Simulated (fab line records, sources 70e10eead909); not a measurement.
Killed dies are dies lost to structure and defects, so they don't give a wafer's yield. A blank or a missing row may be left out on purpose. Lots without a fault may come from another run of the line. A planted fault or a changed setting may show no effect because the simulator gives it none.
Problem report in the 8D (eight disciplines) form, filled by code | flow nand_harc | the parts of the form that need people (team, actions taken, sign-off) are left out

1. THE PROBLEM
killed_at_array at NHARC_END_SORT_01 reads a mean of 150 on 6 wafers of 2 lots; wafers without a fault read 52 with a standard deviation of 18. That is +5.4 standard deviations from the usual mean.
First seen on wafer L630.3, day 32 20:50, on prober-01. The record holds 6 wafers of 2 lots with a number at this step. Rule for "out", or "out of limits": more than 4 standard deviations from the usual mean. The other wafers with a number count as sound.

2. WHAT IT IS AND WHAT IT IS NOT
question                    | is                           | is not
which readings at this step | killed_at_array, killed_dies | killed_at_other, killed_at_periphery, killed_short
which lots                  | L630, L632                   | -
which wafers of those lots  | all that have a number       | -
read on which gauges        | prober-01, prober-02         | -
when                        | from day 32 20:50            | up to then (0 sound wafers)

3. SUSPECTS, AND WHAT RULES EACH OUT
Counting: a tool at a process step up to the reading stays a suspect if it ran every lot that is out and no sound lot after the first of them.
- the gauge at NHARC_END_SORT_01: ruled out. The wafers that are out were read on 2 gauges (prober-01, prober-02).
- har_cap_etch-02 at NHARC_A_CONTACT_ETCH_112 (etches the open film in C4F8/O2/Ar, time 190 s, target depth 1850 nm): kept. It ran every lot that is out, first L630 (day 29 14:26), and no sound lot after that.
Left after counting: har_cap_etch-02 at NHARC_A_CONTACT_ETCH_112.

4. THE CAUSE (what the simulator had put in)
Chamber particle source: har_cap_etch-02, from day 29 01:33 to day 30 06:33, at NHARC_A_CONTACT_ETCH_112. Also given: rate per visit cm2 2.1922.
Counting left only this tool.

5. THE CHAIN OF EFFECTS, in route order
Each row: a reading whose mean over the struck wafers that have a number lies more than 3 standard deviations from the usual. Only readings for which the record gives a usual standard deviation are gone through. hours: the time from each lot's start at the first step in this table that gives one to its start at this step, as a median over the lots. sigmas: the change in usual standard deviations.
hours | step              | reading         | usual | on struck wafers | change | sigmas
0     | NHARC_END_SORT_01 | killed_at_array | 52    | 150              | +98    | +5.4
0     | NHARC_END_SORT_01 | killed_dies     | 57    | 155              | +98    | +5.2

6. WHAT WOULD HAVE CAUGHT IT SOONER
In this record the first reading out of limits at a measuring or inspecting step was taken at day 32 20:50, 91 hours after the fault began at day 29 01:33.
All the lots that are out (2) had begun NHARC_A_CONTACT_ETCH_112 on har_cap_etch-02 by day 32 20:50. A hold on the tool at that time would have spared none of them.
